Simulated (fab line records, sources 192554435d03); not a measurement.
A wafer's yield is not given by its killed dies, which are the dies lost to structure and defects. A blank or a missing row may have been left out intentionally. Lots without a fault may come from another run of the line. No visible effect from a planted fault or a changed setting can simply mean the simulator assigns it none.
fab line records    flow n5_finfet    part 2 of 2: steps 23 to 28 of 28
record lots=5  wafers=15  last_day=17
route steps=1938 shown MOL_CONTACT_COAG@588
lots that met no fault: from a run of the same line without faults
start_h: the number of hours between the record's first day and the start of the first shown wafer of the lot    wait_h: time in hours since the lot's previous step    " unchanged from the row above    L1.1+2: a row that stands for several wafers    - no value, or no start was given    * or withheld: withheld    < > ~ a bound
route shown NAME@n: NAME is a module with steps in the file, n the number in the route of the first one    usual: mean/standard deviation of fault-free wafers    same: alike in all rows    chamber/n: place in a boat    sites: per-site readings    _std_site: the standard deviation of these    _edge_site: the outer-site mean with the inner-site mean subtracted    radius_mm: how far each site lies from the wafer's centre    mask NAME#n: copy n    behind: the most recent tool/chamber to have shaped the wafer    hold: why the lot was held/for how many hours/how that ended    device: whichever transistor did not switch (one of n, p or np)    end of line: tests of these same wafers at the route's end    step lacking rows: just its recipe    killed: at the first sort, the dies lost to defects and structure; wafer yield is something else    map: per-die view of a wafer (x killed, . not killed, _ where there is no die)
set.NAME: the setting as run; set.NAME@STEP: as run at that earlier step    model.NAME: the simulator's own value behind a step, which no gauge read
certain route steps with their lots: each step a table, each wafer a row
services: from which hour (start_h, from the record's first day; less than 0 if before it) a tool's chamber was out of use, for how many hours, and why
## steps
# step N5_MOL_CONTACT_COAG_ETCH_67
# recipe chemistry=N2/H2  target=SOC  target_depth_a=600  overetch_a=210  mask_material=SiARC  temp_c=40  time_s=101.2  ion_energy_ev=200  pressure_mtorr=30  source_w=840  bias_w=150  n2_flow_sccm=200  h2_flow_sccm=200
# usual drypump_motor_current_A=5.49/0.21  oes_product_au=0.67/0.064  rf_fwd_power_W=835.1/2.6  rf_vpp_V=523.6/2.8  showerhead_plenum_p_Torr=2.54/0.092  throttle_valve_pct=17.77/0.22
lot.wafer  tool         chamber  start_h  wait_h  drypump_motor_current_A  oes_product_au  rf_fwd_power_W  rf_hours_counter_h  rf_vpp_V  showerhead_plenum_p_Torr  throttle_valve_pct
L076.1     rie_diel-03  1        114.24   0.0     5.47                     0.78            835.2           17                  526.1     2.59                      17.38
L076.4     "            0        "        "       5.43                     0.64            837.2           143                 523.1     2.55                      17.72
L076.6     "            0        "        "       5.43                     0.63            836.6           -                   523.1     2.55                      17.71
L079.1     rie_diel-03  3        133.90   0.0     5.27                     0.73            833.2           33                  524.7     2.59                      17.93
L079.2     "            2        "        "       5.63                     0.65            831.6           129                 517.1     2.34                      17.79
L079.4     "            0        "        "       5.45                     0.62            839.2           150                 523.6     2.55                      17.73
L081.1     rie_diel-03  2        144.02   0.0     5.58                     0.64            835.0           133                 517.1     2.34                      17.79
L081.3     "            1        "        "       5.48                     0.76            835.9           28                  525.7     2.58                      17.39
L081.4     "            0        "        "       5.44                     0.62            836.9           154                 524.7     2.55                      17.73
L086.1     rie_diel-03  1        173.00   0.0     5.45                     0.75            837.0           38                  524.9     2.58                      17.42
L086.3     "            3        "        "       5.26                     0.72            831.7           45                  524.8     2.58                      17.97
L086.5     "            0        "        "       5.45                     0.62            836.6           -                   522.7     2.54                      17.75
L088.3     rie_diel-03  1        182.66   0.0     5.44                     0.74            836.1           42                  525.5     2.58                      17.43
L088.5     "            3        "        "       5.27                     0.72            836.3           -                   525.9     2.58                      17.97
L088.6     "            0        "        "       5.44                     0.62            831.5           -                   522.9     2.54                      17.75
# step N5_MOL_CONTACT_COAG_STRIP_68
# recipe chemistry=N2/H2  temp_c=40  n2_flow_sccm=200  h2_flow_sccm=200  rf_frequency_hz=6e+07
lot.wafer   tool         chamber  start_h  wait_h
L076.1+4+6  rie_diel-03  1,0,0    114.31   0.0
L079.1+2+4  rie_diel-03  3,2,0    133.97   0.0
L081.1+3+4  rie_diel-03  2,1,0    144.09   0.0
L086.1+3+5  rie_diel-03  1,3,0    173.07   0.0
L088.3+5+6  rie_diel-03  1,3,0    182.73   0.0
# step N5_MOL_CONTACT_COAG_STRIP_69
# recipe chemistry=N2/H2  temp_c=40  n2_flow_sccm=200  h2_flow_sccm=200  rf_frequency_hz=6e+07
lot.wafer   tool         chamber  start_h  wait_h
L076.1+4+6  rie_diel-03  1,0,0    114.32   0.0
L079.1+2+4  rie_diel-03  3,2,0    133.98   0.0
L081.1+3+4  rie_diel-03  2,1,0    144.10   0.0
L086.1+3+5  rie_diel-03  1,3,0    173.08   0.0
L088.3+5+6  rie_diel-03  1,3,0    182.74   0.0
# step N5_MOL_CONTACT_COAG_ETCHBACK_136
# recipe chemistry=CHF3  target=SiO2  target_depth_a=250  time_s=16.7  ion_energy_ev=200  pressure_mtorr=30  source_w=610  bias_w=170  Ar_flow_sccm=200  CHF3_flow_sccm=50
# usual drypump_motor_current_A=5.49/0.21  oes_f_703_au=0.80/0.077  oes_product_au=0.80/0.081  rf_fwd_power_W=599.8/2.6  rf_vpp_V=525/4.2  showerhead_plenum_p_Torr=2.38/0.081  throttle_valve_pct=18.69/0.23
lot.wafer  tool         chamber  start_h  wait_h  drypump_motor_current_A  oes_f_703_au  oes_product_au  rf_fwd_power_W  rf_hours_counter_h  rf_vpp_V  showerhead_plenum_p_Torr  throttle_valve_pct
L076.1     rie_diel-03  1        114.33   0.0     5.45                     0.93          0.94            601.8           17                  531       2.43                      18.27
L076.4     "            0        "        "       5.44                     0.74          0.76            599.1           143                 526       2.39                      18.69
L076.6     "            0        "        "       5.43                     0.74          0.74            600.6           -                   525       2.39                      18.68
L079.1     rie_diel-03  3        133.99   0.0     5.32                     0.86          0.88            599.2           33                  524       2.42                      18.88
L079.2     "            2        "        "       5.61                     0.76          0.76            597.9           129                 518       2.20                      18.75
L079.4     "            0        "        "       5.46                     0.74          0.74            601.4           150                 525       2.39                      18.71
L081.1     rie_diel-03  2        144.11   0.0     5.59                     0.75          0.76            598.3           133                 518       2.20                      18.74
L081.3     "            1        "        "       5.44                     0.90          0.91            603.0           28                  531       2.42                      18.27
L081.4     "            0        "        "       5.49                     0.74          0.74            599.9           154                 526       2.38                      18.69
L086.1     rie_diel-03  1        173.09   0.0     5.44                     0.89          0.89            600.2           38                  530       2.42                      18.30
L086.3     "            3        "        "       5.31                     0.85          0.87            600.9           45                  526       2.41                      18.91
L086.5     "            0        "        "       5.44                     0.74          0.74            597.4           -                   525       2.38                      18.73
L088.3     rie_diel-03  1        182.75   0.0     5.45                     0.88          0.89            598.0           42                  530       2.42                      18.32
L088.5     "            3        "        "       5.30                     0.84          0.86            595.0           -                   526       2.41                      18.91
L088.6     "            0        "        "       5.44                     0.73          0.73            601.3           -                   525       2.38                      18.72
# step N5_MOL_CONTACT_COAG_STRIP_120
# recipe chemistry=CHF3  resist=SiARC  rf_frequency_hz=6e+07
lot.wafer   tool         chamber  start_h  wait_h
L076.1+4+6  rie_diel-03  1,0,0    114.36   0.0
L079.1+2+4  rie_diel-03  3,2,0    134.01   0.0
L081.1+3+4  rie_diel-03  2,1,0    144.13   0.0
L086.1+3+5  rie_diel-03  1,3,0    173.12   0.0
L088.3+5+6  rie_diel-03  1,3,0    182.77   0.0
# step N5_MOL_CONTACT_COAG_VIA_ETCH_117
# recipe chemistry=C4F6/O2  target_depth_a=400  overetch_a=80  mask_material=SOC  target=SiO2  bias_w=455  pressure_mtorr=10  time_s=26  source_w=325  Ar_flow_sccm=300  C4F6_flow_sccm=10  O2_flow_sccm=10  ion_energy_ev=575.3  ends=end_point
# usual drypump_motor_current_A=5.49/0.21  oes_f_703_au=0.80/0.078  oes_product_au=0.72/0.066  rf_fwd_power_W=320.5/1.4  rf_vpp_V=1591/12  showerhead_plenum_p_Torr=2.84/0.097  throttle_valve_pct=41.02/0.23
lot.wafer  tool         chamber  start_h  wait_h  drypump_motor_current_A  oes_f_703_au  oes_product_au  rf_fwd_power_W  rf_hours_counter_h  rf_vpp_V  showerhead_plenum_p_Torr  throttle_valve_pct
L076.1     rie_diel-03  1        114.37   0.0     5.47                     0.93          0.84            321.1           17                  1606      2.89                      40.80
L076.4     "            0        "        "       5.42                     0.75          0.68            322.7           143                 1588      2.85                      40.76
L076.6     "            0        "        "       5.44                     0.75          0.68            323.4           -                   1589      2.85                      40.78
L079.1     rie_diel-03  3        134.02   0.0     5.27                     0.87          0.79            318.6           33                  1591      2.88                      41.21
L079.2     "            2        "        "       5.60                     0.76          0.69            317.2           129                 1570      2.63                      40.82
L079.4     "            0        "        "       5.43                     0.74          0.67            319.6           150                 1591      2.84                      40.77
L081.1     rie_diel-03  2        144.14   0.0     5.61                     0.75          0.68            318.7           133                 1569      2.63                      40.84
L081.3     "            1        "        "       5.44                     0.90          0.81            319.6           28                  1606      2.89                      40.81
L081.4     "            0        "        "       5.43                     0.74          0.67            321.8           154                 1590      2.84                      40.77
L086.1     rie_diel-03  1        173.13   0.0     5.42                     0.89          0.79            321.2           38                  1606      2.88                      40.82
L086.3     "            3        "        "       5.29                     0.85          0.77            320.4           45                  1591      2.88                      41.20
L086.5     "            0        "        "       5.45                     0.73          0.66            321.4           -                   1590      2.84                      40.79
L088.3     rie_diel-03  1        182.78   0.0     5.45                     0.89          0.80            318.6           42                  1604      2.88                      40.84
L088.5     "            3        "        "       5.30                     0.84          0.76            319.6           -                   1590      2.88                      41.21
L088.6     "            0        "        "       5.44                     0.73          0.66            321.8           -                   1587      2.84                      40.79
## services
tool            chamber  start_h  hours  kind
euv_scanner-01  -        91.04    1.4    repair
ald_sin-02      0        99.25    -      clean
ald_sin-02      1        99.25    -      clean
ald_sin-02      2        99.25    -      clean
ald_sin-02      3        99.25    -      clean
rie_diel-06     1        110.57   8.0    repair
wet_bench-06    -        115.50   1.6    repair
euv_scanner-01  0        115.60   -      calibration
euv_scanner-02  -        118.89   0.7    repair
ald_sin-03      3        134.81   2.6    repair
euv_scanner-02  -        138.91   1.0    pm
euv_scanner-01  -        140.50   1.0    pm
rie_diel-05     1        166.89   -      clean
rie_diel-05     1        166.89   -      consumable_replace:focus_ring
euv_scanner-01  -        172.80   4.6    pm
ald_sin-01      -        177.63   0.8    pm
euv_scanner-01  -        178.13   0.7    repair
euv_scanner-02  -        181.03   1.0    pm
euv_scanner-02  0        182.21   -      calibration
